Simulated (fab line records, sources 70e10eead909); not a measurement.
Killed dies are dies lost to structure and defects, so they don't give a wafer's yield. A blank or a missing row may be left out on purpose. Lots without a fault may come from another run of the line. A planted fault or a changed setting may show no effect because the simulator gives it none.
Chamber matching | flow nand_harc | NHARC_P_GATE_DESCUM_61 on rie_diel-04: 4 sister chambers
The step chemistry O2, time 3 s. 22 wafers are shown with their chamber, then 11 later ones without.

WAFERS WITH THEIR CHAMBER
wafer  | chamber | showerhead_plenum_p_Torr (Torr) | drypump_motor_current_A (A) | oes_product_au (a.u.)
L074.1 | 3       | 2.03                            | 5.4                         | 0.998
L074.5 | 3       | 2.03                            | 5.5                         | 1.003
L074.6 | 0       | 1.90                            | 6.0                         | 0.991
L079.1 | 2       | 1.98                            | 5.8                         | 1.009
L079.2 | 1       | 1.92                            | 5.0                         | 0.995
L079.6 | 0       | 1.90                            | 6.0                         | 1.023
L080.1 | 0       | 1.90                            | 6.0                         | 1.016
L080.3 | 2       | 1.98                            | 5.8                         | 1.011
L080.5 | 0       | 1.90                            | 5.9                         | 1.021
L081.2 | 3       | 2.02                            | 5.4                         | 1.009
L081.3 | 1       | 1.91                            | 5.1                         | 1.003
L081.6 | 3       | 2.02                            | 5.4                         | 1.017
L082.1 | 3       | 2.02                            | 5.4                         | 1.004
L082.4 | 2       | 1.98                            | 5.8                         | 1.003
L082.6 | 3       | 2.02                            | 5.5                         | 0.999
L088.2 | 2       | 1.98                            | 5.8                         | 1.018
L088.3 | 0       | 1.90                            | 6.0                         | 1.027
L088.6 | 2       | 1.98                            | 5.8                         | 1.013
L087.1 | 3       | 2.02                            | 5.5                         | 1.003
L087.4 | 0       | 1.90                            | 5.9                         | 1.022
L087.6 | 2       | 1.98                            | 5.8                         | 1.008
L089.1 | 1       | 1.91                            | 5.0                         | 0.998

SIGNATURES (means of the wafers above)
reading                  | chamber 0 | chamber 1 | chamber 2 | chamber 3 | scatter within a chamber
showerhead_plenum_p_Torr | 1.9000    | 1.9133    | 1.9800    | 2.0229    | 0.00341
drypump_motor_current_A  | 5.967     | 5.033     | 5.800     | 5.443     | 0.0454
oes_product_au           | 1.01667   | 0.99867   | 1.01033   | 1.00471   | 0.00839
Rule: a wafer's distance from a chamber is the root of the sum, over the readings, of the square of ((its reading less the chamber's mean) divided by the reading's scatter). The wafer belongs to the nearest chamber; if the next one is less than 2 further off, it can't be placed. The scatter: the root of (the sum of the squares of (reading less its chamber's mean) over the shown wafers, divided by (wafers less chambers)).

WAFERS WITHOUT THEIR CHAMBER
wafer  | showerhead_plenum_p_Torr (Torr) | drypump_motor_current_A (A) | oes_product_au (a.u.)
L089.4 | 1.98                            | 5.8                         | 1.010
L089.6 | 1.91                            | 5.1                         | 0.991
L090.1 | 1.98                            | 5.8                         | 1.012
L090.3 | 2.02                            | 5.4                         | 0.998
L090.6 | 1.98                            | 5.8                         | 1.006
L095.1 | 1.91                            | 5.1                         | 1.006
L095.3 | 1.90                            | 5.9                         | 1.033
L095.6 | 2.02                            | 5.4                         | 1.024
L096.1 | 1.97                            | 5.8                         | 1.006
L096.2 | 1.90                            | 5.9                         | 1.018
L096.6 | 2.02                            | 5.4                         | 1.003

WHICH CHAMBER EACH WENT THROUGH
wafer  | from the rows above | in truth
L089.4 | 2                   | 2
L089.6 | 1                   | 1
L090.1 | 2                   | 2
L090.3 | 3                   | 3
L090.6 | 2                   | 2
L095.1 | 1                   | 1
L095.3 | 0                   | 0
L095.6 | 3                   | 3
L096.1 | 2                   | 2
L096.2 | 0                   | 0
L096.6 | 3                   | 3
Placed correctly: 11 of 11. Can't be placed from these rows: 0. Placed wrongly: 0.
